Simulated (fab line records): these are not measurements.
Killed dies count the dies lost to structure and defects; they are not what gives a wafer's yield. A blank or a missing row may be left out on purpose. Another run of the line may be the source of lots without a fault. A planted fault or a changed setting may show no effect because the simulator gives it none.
A lot that was struck, set against a sound lot / flow nand harc / 14 steps out of a route of 1302
Sound: wafers L893.1, L893.5, L893.6. Struck: wafers L905.1, L905.3, L905.4. Last of all comes the cause.
For every step that has rows: the tool of each side, followed by ch and its chambers, followed by its first start. Under that, the readings that differ: sound wafers / struck wafers / difference of the means / sigmas: that difference in standard deviations of wafers without a fault.
alike: same words and numbers on both sides, and readings whose means sit less than 2 such deviations apart. not compared: any withheld reading, any reading some wafer has no value for, any bound like >300 that may hide the same value, and any number with overlapping values for which the record gives no deviation.
Wherever a step has rows on one side only, a row that says differs or no value, or a row with sigmas, the two part there. Numbers that don't overlap but have no deviation are shown without sigmas and don't part them. A reading that every wafer of one side lacks parts them only if that side has two wafers or more.

first, 6 steps without rows for these wafers: NHARC_A_STAIRCASE_SOFTBAKE_305 (time 170 s); NHARC_A_STAIRCASE_EBR_306; NHARC_A_STAIRCASE_EXPOSE_307 (exposes mask CHOP 50); NHARC_A_STAIRCASE_PEB_308 (peb time 130 s); NHARC_A_STAIRCASE_DEVELOP_309 (time 140 s); NHARC_A_STAIRCASE_HARDBAKE_311 (time 140 s).
NHARC_A_STAIRCASE_DESCUM_312: chemistry O2, time 3 s.
  sound on rie diel-06 ch 0,1,2, day 17 15:14; struck on rie diel-02 ch 0,2,3, day 23 04:10
  alike: drypump motor current A, oes product au, rf vpp V, showerhead plenum p Torr, throttle valve pct
  not compared: rf hours counter h
NHARC_A_STAIRCASE_ETCH_313: etches the open film in CF4/CHF3.
  sound on rie diel-06 ch 1,2, day 17 15:20; struck on rie diel-02 ch 1,2,3, day 23 04:14
  alike: drypump motor current A, oes product au, rf fwd power W, rf vpp V, showerhead plenum p Torr, throttle valve pct
  not compared: rf hours counter h
NHARC_A_STAIRCASE_HM_OPEN_463: chemistry O2/COS.
  sound: rie diel-06 ch 1,2; struck: rie diel-02 ch 1,2,3
  alike: cos flow sccm, drypump motor current A, oes product au, rf vpp V, showerhead plenum p Torr, throttle valve pct
  not compared: rf hours counter h
then, 1 step without rows for these wafers: NHARC_A_STAIRCASE_STRIP_464 (strips in O2/COS).
NHARC_A_STAIRCASE_ETCH_453: etches the open film in CF4/O2, target depth 30 nm, overetch 3 nm, time 16.5 s.
  sound: rie diel-06 ch 0,1; struck: rie diel-02 ch 0,2,3
reading=drypump motor current A (A); sound=5.19 6.01 5.17; struck=6.07 5.93 6.07; difference=+0.57; sigmas=+2
  alike: oes product au, rf fwd power W, rf vpp V, showerhead plenum p Torr, throttle valve pct
  not compared: rf hours counter h
NHARC_A_STAIRCASE_ETCH_315: etches the open film in C4F8/O2/Ar, target depth 2500 nm, time 607.1 s.
  sound on rie diel-06 ch 0,1,2, day 17 16:16; struck on rie diel-02 ch 1,2,3, day 23 04:56
reading=oes product au (a.u.); sound=0.926 0.904 0.945; struck=1.153 1.153 1.135; difference=+0.222; sigmas=+18
reading=rf fwd power W (W); sound=599.5 599.5 596.2; struck=839.5 841.2 838.7; difference=+241.4; sigmas=+99 or more
  alike: rf vpp V
  not compared: rf hours counter h
NHARC_A_STAIRCASE_STRIP_316: strips in O2.
  sound: rie diel-06 ch 0,1,2; struck: rie diel-02 ch 0,1,3
  alike: drypump motor current A, oes product au, rf vpp V, showerhead plenum p Torr, throttle valve pct
  not compared: rf hours counter h
-- the record jumps here: 7 days lie between the struck wafers' starts before and after (it left off in module A_STAIRCASE and takes up again in module END, whose first step shown is number 1302 of the route) --
NHARC_END_SORT_01:
  sound on prober-02 ch 0, day 25 04:16; struck on prober-02 ch 0, day 30 05:17
  alike: killed at array, killed at other, killed at periphery, killed dies, killed open, killed short

## WHERE THEY PART
Last at NHARC_A_STAIRCASE_ETCH_315 as far as this record goes, first at NHARC_A_STAIRCASE_ETCH_453. Later steps at which nothing parts them and some readings are alike: NHARC_A_STAIRCASE_STRIP_316, NHARC_END_SORT_01.

WHY: what had been put in by the simulator
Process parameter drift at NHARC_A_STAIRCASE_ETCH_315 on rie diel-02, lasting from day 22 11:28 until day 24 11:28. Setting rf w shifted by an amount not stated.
